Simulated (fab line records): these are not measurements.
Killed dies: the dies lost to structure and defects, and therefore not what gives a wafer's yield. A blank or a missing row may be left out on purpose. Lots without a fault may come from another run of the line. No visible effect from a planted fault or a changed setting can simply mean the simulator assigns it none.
Comparing a struck lot with a sound one | flow n5-finfet | 34 out of 1938 route steps
Sound: these wafers, L752.1, L752.4, L752.6. Wafers L755.1, L755.3, L755.5 were the ones struck. Last of all comes the cause.
For every step that has rows: the tool of each side, followed by ch and its chambers, followed by its first start. Under that, the readings that differ: sound wafers | struck wafers | difference of the means | sigmas: that difference in standard deviations of wafers without a fault.
alike: same words and numbers on both sides, and readings whose means sit less than 2 such deviations apart. not compared: any withheld reading, any reading some wafer has no value for, any bound like >300 that may hide the same value, and any number with overlapping values for which the record gives no deviation.
The two part at a step that has a row with sigmas, a row that says differs or no value, or rows on one side only. When numbers do not overlap yet have no deviation, they are printed without sigmas and do not part them. A reading missing from all wafers of one side parts the sides only when that side holds two or more wafers.

first, 10 steps without rows for these wafers: N5_BEOL_M8_STRIP_80 (strips in N2/H2, time 10 s); N5_BEOL_M8_HM_STRIP_39 (strips TiN in peroxide tin strip, target depth 25 nm, time 158 s); N5_BEOL_M8_SRD_40 (time 30 s); N5_BEOL_M8_PRECLEAN_42 (cleans in residue remover, time 60 s); N5_BEOL_M8_SRD_43 (time 30 s); N5_BEOL_M8_CURE_75 (cures SiCOH lowk, time 120 s); N5_BEOL_M8_DEGAS_44 (time 60 s); N5_BEOL_M8_PRE_CLEAN_45 (time 30 s); N5_BEOL_M8_ALD_77 (deposits TaN, target thk 2 nm, pulse time 2 s, purge time 3 s); N5_BEOL_M8_SURFACE_TREAT_79.
N5_BEOL_M8_CVD_78: deposits Co from CCTBA/H2, target thk 2 nm, time 142.3 s.
  sound on cvd-co-02 ch 1,2, day 13 11:36; struck on cvd-co-01 ch 0,1,2, day 14 13:26
  not compared: since-wet-clean-h
then, 22 steps without rows for these wafers: N5_BEOL_M8_SPUTTER_48 (material Cu, target thk 10 nm, time 1.667 s); N5_BEOL_M8_ECD_50 (material Cu, target thk 300 nm); N5_BEOL_M8_ANNEAL_51 (time 90 s); N5_BEOL_M8_CMP_52 (polishes, stops on SiCOH lowk, t overpolish 6.9 s, target thk 80 nm); N5_BEOL_M8_PRE_CLEAN_55 (time 15 s); N5_BEOL_M8_DEP_56 (deposits SiCN from 3MS/NH3, target thk 10 nm, time 17.5 s); N5_BEOL_M9_ILD_DEP_00 (deposits SiCOH lowk from DEMS/porogen, target thk 308.51 nm, time 58 s); N5_BEOL_M9_CURE_71 (cures SiCOH lowk, time 240 s); N5_BEOL_M9_PECVD_70 (deposits SiO2 from TEOS/O2, target thk 20 nm, time 22.7 s); N5_BEOL_M9_HM_DEP_02 (deposits TiN, target thk 20 nm); N5_BEOL_M9_COAT_59 (time 60 s, resist thk 100 nm); N5_BEOL_M9_COAT_60 (time 60 s, resist thk 30 nm); N5_BEOL_M9_COAT_05 (resist thk 90 nm); N5_BEOL_M9_EBR_07; N5_BEOL_M9_SOFTBAKE_06 (time 60 s); N5_BEOL_M9_EXPOSE_08 (exposes mask M9); N5_BEOL_M9_PEB_09 (peb time 60 s); N5_BEOL_M9_DEVELOP_10 (develop time 30 s); N5_BEOL_M9_DESCUM_16 (chemistry O2, time 7.9 s); N5_BEOL_M9_ETCH_61 (etches SiARC in CF4, target depth 39 nm, time 65 s); N5_BEOL_M9_ETCH_62 (etches SOC in N2/H2, target depth 110 nm, overetch 22 nm, time 165 s); N5_BEOL_M9_STRIP_68 (strips in N2/H2).
-- here the record skips 3 days between the struck wafers' starts before and after, leaving off in module BEOL_M9 and picking up in module PASSIVATION (first step shown: number 1936 of the route) --
N5_PASSIVATION_PROBE_49:
  rows exist in the record for the struck wafers here (prober-01, day 17 08:01), but not for the sound ones

## WHERE THEY PART
Only at N5_PASSIVATION_PROBE_49, as far as this record shows.

WHY: whatever the simulator had introduced
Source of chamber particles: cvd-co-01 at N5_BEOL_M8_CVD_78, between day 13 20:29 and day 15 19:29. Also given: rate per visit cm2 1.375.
